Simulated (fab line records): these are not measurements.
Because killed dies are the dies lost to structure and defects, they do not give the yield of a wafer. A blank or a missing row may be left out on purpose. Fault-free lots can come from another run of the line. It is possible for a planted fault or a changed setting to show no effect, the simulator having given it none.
The tool behind it: which one? | flow nand-harc | 11 lots, 33 wafers sampled, at 6 steps of a route of 1159

## WHAT THE GAUGES READ, wafer by wafer
NHARC_A_CHANNEL_HOLE_D1_INSPECT_40. Usual: raw-defect-count at 65, with a standard deviation of 16.
lot  | measured     | on                | raw-defect-count | flag
L353 | day 8 16:11  | defect-inspect-02 | 81 78 86         |
L354 | day 8 22:34  | defect-inspect-02 | 53 71 95         |
L361 | day 10 09:23 | defect-inspect-01 | 546 93 546       | OFF
L362 | day 10 22:10 | defect-inspect-01 | 67 75 581        | OFF
L367 | day 12 07:43 | defect-inspect-01 | 43 60 63         |
L369 | day 12 14:25 | defect-inspect-01 | 66 52 71         |
L371 | day 13 14:40 | defect-inspect-01 | 78 81 74         |
L372 | day 13 14:59 | defect-inspect-01 | 41 52 90         |
L374 | day 13 18:47 | defect-inspect-01 | 98 96 72         |
L375 | day 14 01:07 | defect-inspect-01 | 75 55 52         |
L376 | day 14 15:43 | defect-inspect-02 | 77 65 38         |

NHARC_END_SORT_01. Usual: killed-at-array 27, standard deviation 12; killed-at-other 0.9, standard deviation 1.1; killed-at-periphery 3.2, standard deviation 2.4; killed-dies 31, standard deviation 12; killed-open 3.3, standard deviation 1.7; killed-short 2.0, standard deviation 1.6.
lot  | measured     | on        | killed-at-array | killed-at-other | killed-at-periphery | killed-dies | killed-open | killed-short | flag
L361 | day 24 05:25 | prober-01 | 90 20 91        | 0 1 0           | 4 4 5               | 94 25 96    | 4 4 3       | 1 1 1        | OFF
L362 | day 24 19:25 | prober-01 | 19 22 91        | 1 1 2           | 4 6 2               | 24 29 95    | 2 6 2       | 1 1 3        |

## WHICH TOOL RAN EACH LOT (tool, then ch and the chambers of the sampled wafers, then the start)
lot  | NHARC_A_CHANNEL_HOLE_D1_ETCH_39               | NHARC_A_CHANNEL_HOLE_D1_ETCH_23  | NHARC_A_CHANNEL_HOLE_D1_ETCH_33  | NHARC_A_CHANNEL_HOLE_D1_ETCH_44
L353 | rie-diel-09 ch 1,2,3, day 8 11:43 or earlier  | har-etch-01 ch 0,1, day 8 11:43  | har-etch-01 ch 0,1, day 8 14:17  | rie-diel-05 ch 1,2, day 8 15:04
L354 | rie-diel-09 ch 0,2, day 8 18:31 or earlier    | har-etch-01 ch 0,1, day 8 18:31  | har-etch-01 ch 0,1, day 8 20:54  | rie-diel-06 ch 0,2,3, day 8 21:35
L361 | rie-diel-09 ch 0,2,3, day 10 05:21 or earlier | har-etch-01 ch 0,1, day 10 05:21 | har-etch-01 ch 0,1, day 10 07:43 | rie-diel-06 ch 0,1,2, day 10 08:25
L362 | rie-diel-09 ch 0,1,3, day 10 17:47 or earlier | har-etch-01 ch 0,1, day 10 17:47 | har-etch-01 ch 0,1, day 10 20:22 | rie-diel-05 ch 0,3, day 10 21:07
L367 | rie-diel-09 ch 0,1, day 12 02:48 or earlier   | har-etch-02 ch 0,1, day 12 02:48 | har-etch-02 ch 0,1, day 12 05:21 | rie-diel-05 ch 0,2, day 12 06:36
L369 | rie-diel-05 ch 2,3, day 12 10:16 or earlier   | har-etch-02 ch 0, day 12 10:16   | har-etch-02 ch 0, day 12 12:43   | rie-diel-09 ch 1,3, day 12 13:26
L371 | rie-diel-05 ch 1,3, day 13 10:22 or earlier   | har-etch-01 ch 0, day 13 10:22   | har-etch-01 ch 0, day 13 12:55   | rie-diel-06 ch 0,3, day 13 13:40
L372 | rie-diel-09 ch 0,2,3, day 13 10:52 or earlier | har-etch-02 ch 0,1, day 13 10:52 | har-etch-02 ch 0,1, day 13 13:11 | rie-diel-05 ch 0,2,3, day 13 13:53
L374 | rie-diel-09 ch 0,1,2, day 13 14:32 or earlier | har-etch-01 ch 0,1, day 13 14:32 | har-etch-01 ch 0,1, day 13 17:04 | rie-diel-06 ch 0,1,2, day 13 17:49
L375 | rie-diel-05 ch 0,2,3, day 13 20:37 or earlier | har-etch-02 ch 0,1, day 13 20:37 | har-etch-02 ch 0,1, day 13 22:58 | rie-diel-09 ch 0,2,3, day 14 00:08
L376 | rie-diel-09 ch 1,2,3, day 14 11:25 or earlier | har-etch-02 ch 0,1, day 14 11:25 | har-etch-02 ch 0,1, day 14 13:58 | rie-diel-09 ch 1,2,3, day 14 14:43
- NHARC_A_CHANNEL_HOLE_D1_ETCH_39: etches the open film in N2/H2, target depth 260 nm, time 325 s.
- NHARC_A_CHANNEL_HOLE_D1_ETCH_23: etches the open film in C4F8/O2/Ar, time 819 s, target depth 1600 nm.
- NHARC_A_CHANNEL_HOLE_D1_ETCH_33: etches the open film in C4F8/O2/Ar, time 90 s, target depth 400 nm.
- NHARC_A_CHANNEL_HOLE_D1_ETCH_44: etches the open film in CF4/O2, target depth 140 nm, overetch 14 nm, time 77 s.

## WHAT THE TOOLS THEMSELVES READ (means of the sampled wafers that have a number; where no wafer has one, the mark that the record gives instead)
NHARC_A_CHANNEL_HOLE_D1_ETCH_39. Usual: drypump-motor-current-A 5.8 A, standard deviation 0.5; oes-product-au 0.995 a.u., standard deviation 0.014; rf-fwd-power-W 399.2 W, standard deviation 1.2; rf-vpp-V 432.0 V, standard deviation 2.6; showerhead-plenum-p-Torr 2.10 Torr, standard deviation 0.085; throttle-valve-pct 14.171 %, standard deviation 0.0089.
lot  | tool        | drypump-motor-current-A (A) | oes-product-au (a.u.) | rf-fwd-power-W (W) | rf-vpp-V (V) | showerhead-plenum-p-Torr (Torr) | throttle-valve-pct (%) | flag
L353 | rie-diel-09 | 6.1                         | 0.993                 | 398.8              | 433.7        | 2.15                            | 14.162                 |
L354 | rie-diel-09 | 5.6                         | 0.989                 | 400.0              | 433.3        | 2.14                            | 14.170                 |
L361 | rie-diel-09 | 5.7                         | 0.989                 | 398.6              | 433.9        | 2.15                            | 14.179                 |
L362 | rie-diel-09 | 5.8                         | 0.989                 | 400.3              | 433.8        | 2.14                            | 14.179                 |
L367 | rie-diel-09 | 6.2                         | 0.988                 | 398.7              | 433.3        | 2.12                            | 14.170                 |
L369 | rie-diel-05 | 5.9                         | 1.009                 | 399.5              | 432.7        | 2.12                            | 14.175                 |
L371 | rie-diel-05 | 5.9                         | 1.006                 | 399.2              | 432.8        | 2.15                            | 14.167                 |
L372 | rie-diel-09 | 5.7                         | 0.986                 | 399.4              | 433.4        | 2.15                            | 14.174                 |
L374 | rie-diel-09 | 6.0                         | 0.988                 | 399.3              | 433.9        | 2.13                            | 14.179                 |
L375 | rie-diel-05 | 5.6                         | 1.017                 | 399.4              | 430.8        | 2.06                            | 14.167                 |
L376 | rie-diel-09 | 6.1                         | 0.986                 | 398.9              | 433.3        | 2.14                            | 14.168                 |

NHARC_A_CHANNEL_HOLE_D1_ETCH_23. Usual: drypump-motor-current-A 5.9 A, standard deviation 0.46; showerhead-plenum-p-Torr 3.73 Torr, standard deviation 0.14; throttle-valve-pct 32.155 %, standard deviation 0.0099.
lot  | tool        | drypump-motor-current-A (A) | showerhead-plenum-p-Torr (Torr) | throttle-valve-pct (%) | flag
L353 | har-etch-01 | 5.5                         | 3.80                            | 32.163                 |
L354 | har-etch-01 | 5.5                         | 3.80                            | 32.149                 |
L361 | har-etch-01 | 5.5                         | 3.79                            | 32.155                 |
L362 | har-etch-01 | 5.5                         | 3.80                            | 32.157                 |
L367 | har-etch-02 | 6.0                         | 3.62                            | 32.149                 |
L369 | har-etch-02 | 5.7                         | 3.50                            | 32.147                 |
L371 | har-etch-01 | 5.5                         | 3.75                            | 32.174                 |
L372 | har-etch-02 | 6.4                         | 3.73                            | 32.143                 |
L374 | har-etch-01 | 5.5                         | 3.77                            | 32.153                 |
L375 | har-etch-02 | 6.4                         | 3.73                            | 32.159                 |
L376 | har-etch-02 | 6.3                         | 3.72                            | 32.150                 |

NHARC_A_CHANNEL_HOLE_D1_ETCH_33. Usual: drypump-motor-current-A 5.9 A, standard deviation 0.46; rf-fwd-power-W 1986 W, standard deviation 6.4; showerhead-plenum-p-Torr 3.77 Torr, standard deviation 0.14; throttle-valve-pct 27.621 %, standard deviation 0.0084.
lot  | tool        | drypump-motor-current-A (A) | rf-fwd-power-W (W) | showerhead-plenum-p-Torr (Torr) | throttle-valve-pct (%) | flag
L353 | har-etch-01 | 5.5                         | 1984               | 3.84                            | 27.626                 |
L354 | har-etch-01 | 5.5                         | 1984               | 3.84                            | 27.620                 |
L361 | har-etch-01 | 5.5                         | 1996               | 3.83                            | 27.619                 |
L362 | har-etch-01 | 5.6                         | 1988               | 3.84                            | 27.626                 |
L367 | har-etch-02 | 6.0                         | 1984               | 3.66                            | 27.625                 |
L369 | har-etch-02 | 5.7                         | 1982               | 3.53                            | 27.617                 |
L371 | har-etch-01 | 5.5                         | 1996               | 3.79                            | 27.618                 |
L372 | har-etch-02 | 6.3                         | 1984               | 3.77                            | 27.626                 |
L374 | har-etch-01 | 5.5                         | 1989               | 3.81                            | 27.623                 |
L375 | har-etch-02 | 6.4                         | 1984               | 3.77                            | 27.621                 |
L376 | har-etch-02 | 6.3                         | 1980               | 3.76                            | 27.621                 |

NHARC_A_CHANNEL_HOLE_D1_ETCH_44. Usual: drypump-motor-current-A 5.9 A, standard deviation 0.49; oes-product-au 0.998 a.u., standard deviation 0.012; rf-fwd-power-W 297.5 W, standard deviation 1.3; rf-vpp-V 198.2 V, standard deviation 1.5; showerhead-plenum-p-Torr 1.35 Torr, standard deviation 0.061; throttle-valve-pct 13.397 %, standard deviation 0.0093.
lot  | tool        | drypump-motor-current-A (A) | oes-product-au (a.u.) | rf-fwd-power-W (W) | rf-vpp-V (V) | showerhead-plenum-p-Torr (Torr) | throttle-valve-pct (%) | flag
L353 | rie-diel-05 | 6.3                         | 0.994                 | 298.7              | 199.0        | 1.39                            | 13.395                 |
L354 | rie-diel-06 | 6.0                         | 0.995                 | 296.6              | 197.2        | 1.32                            | 13.393                 |
L361 | rie-diel-06 | 6.0                         | 0.996                 | 297.6              | 197.4        | 1.32                            | 13.394                 |
L362 | rie-diel-05 | 5.4                         | 1.015                 | 297.2              | 197.5        | 1.30                            | 13.402                 |
L367 | rie-diel-05 | 6.1                         | 1.001                 | 297.5              | 198.0        | 1.34                            | 13.401                 |
L369 | rie-diel-09 | 6.2                         | 0.997                 | 296.9              | 198.8        | 1.39                            | 13.393                 |
L371 | rie-diel-06 | 6.1                         | 0.995                 | 297.5              | 196.5        | 1.29                            | 13.391                 |
L372 | rie-diel-05 | 5.6                         | 1.013                 | 298.7              | 197.7        | 1.34                            | 13.396                 |
L374 | rie-diel-06 | 6.0                         | 0.991                 | 297.0              | 198.5        | 1.32                            | 13.398                 |
L375 | rie-diel-09 | 5.7                         | 0.997                 | 298.4              | 199.1        | 1.40                            | 13.401                 |
L376 | rie-diel-09 | 6.1                         | 0.988                 | 296.7              | 200.1        | 1.40                            | 13.399                 |

## THE ANSWER, worked out from the rows above alone
Rule: a lot is off if the mean of its wafers that have a number lies more than 3 standard deviations from the usual mean. Also off: a lot with no number at a reading for which 4 or more lots have one. The other lots that the step has rows for count as sound. After the gauges, taken in route order, come the tools' own readings; for these a lot's mean is taken, as printed above. At the first step where some lot is off, the reading lying furthest off is the one used; lots without a number count as furthest.
Off: L361, L362 (NHARC_A_CHANNEL_HOLE_D1_INSPECT_40, raw-defect-count).
A tool fits if, at a process step before that reading, it ran every lot that is off, and no sound lot after the first of them. Those tools and the gauges at NHARC_A_CHANNEL_HOLE_D1_INSPECT_40 are tried in the same way. With no start given for some of its lots, NHARC_A_CHANNEL_HOLE_D1_ETCH_39 uses the hours and lot order of NHARC_A_CHANNEL_HOLE_D1_ETCH_23. Of those tried, none fits.

## WHAT WAS PUT IN BY THE SIMULATOR
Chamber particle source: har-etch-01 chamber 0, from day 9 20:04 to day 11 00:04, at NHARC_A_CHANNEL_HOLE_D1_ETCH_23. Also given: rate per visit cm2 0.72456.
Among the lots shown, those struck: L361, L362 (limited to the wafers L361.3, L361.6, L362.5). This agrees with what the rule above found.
